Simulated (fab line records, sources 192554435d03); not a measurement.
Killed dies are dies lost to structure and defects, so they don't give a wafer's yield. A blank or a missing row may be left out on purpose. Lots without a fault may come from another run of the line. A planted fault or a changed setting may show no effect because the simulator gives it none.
Chamber matching | flow n5_finfet | N5_BEOL_M3_ILD_DEP_00 on pecvd-01: 3 sister chambers
The step deposits SiOC from DEMS/O2, target thk 79 nm, time 15.3 s. 14 wafers are shown with their chamber, then 7 later ones without.

WAFERS WITH THEIR CHAMBER
wafer  | chamber | heater_power_w (W) | throttle_valve_pct (%) | showerhead_plenum_p_Torr (Torr)
L074.3 | 2       | 582                | 12.1                   | 5.682
L074.4 | 0       | 505                | 11.4                   | 5.689
L074.5 | 2       | 581                | 12.2                   | 5.672
L077.4 | 0       | 485                | 11.4                   | 5.688
L077.5 | 2       | 591                | 12.3                   | 5.681
L077.6 | 1       | 447                | 13.2                   | 5.656
L080.2 | 0       | 527                | 11.6                   | 5.674
L080.4 | 0       | 524                | 11.3                   | 5.684
L080.5 | 2       | 631                | 12.2                   | 5.690
L083.4 | 0       | 511                | 11.7                   | 5.673
L083.5 | 1       | 405                | 12.8                   | 5.680
L083.6 | 2       | 586                | 12.1                   | 5.688
L087.1 | 2       | 545                | 11.2                   | 5.685
L087.2 | 1       | 439                | 12.8                   | 5.677

SIGNATURES (means of the wafers above)
reading                  | chamber 0 | chamber 1 | chamber 2 | scatter within a chamber
heater_power_w           | 510.40    | 430.33    | 586.00    | 23.2
throttle_valve_pct       | 11.480    | 12.933    | 12.017    | 0.308
showerhead_plenum_p_Torr | 5.68160   | 5.67100   | 5.68300   | 0.00842
Rule: a wafer's distance from a chamber is the root of the sum, over the readings, of the square of ((its reading less the chamber's mean) divided by the reading's scatter). The wafer belongs to the nearest chamber; if the next one is less than 2 further off, it can't be placed. The scatter: the root of (the sum of the squares of (reading less its chamber's mean) over the shown wafers, divided by (wafers less chambers)).

WAFERS WITHOUT THEIR CHAMBER
wafer  | heater_power_w (W) | throttle_valve_pct (%) | showerhead_plenum_p_Torr (Torr)
L087.3 | 479                | 11.3                   | 5.683
L093.1 | 490                | 11.6                   | 5.678
L093.4 | 610                | 11.2                   | 5.686
L093.6 | 487                | 11.6                   | 5.689
L092.1 | 472                | 12.9                   | 5.665
L092.4 | 521                | 11.1                   | 5.664
L092.5 | 476                | 13.0                   | 5.660

WHICH CHAMBER EACH WENT THROUGH
wafer  | from the rows above     | in truth
L087.3 | 0                       | 0
L093.1 | 0                       | 0
L093.4 | can't be placed: 2 or 0 | 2
L093.6 | 0                       | 0
L092.1 | 1                       | 1
L092.4 | 0                       | 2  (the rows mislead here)
L092.5 | 1                       | 1
Placed correctly: 5 of 7. Can't be placed from these rows: 1 (the true chamber is among the candidates in 1). Placed wrongly: 1.
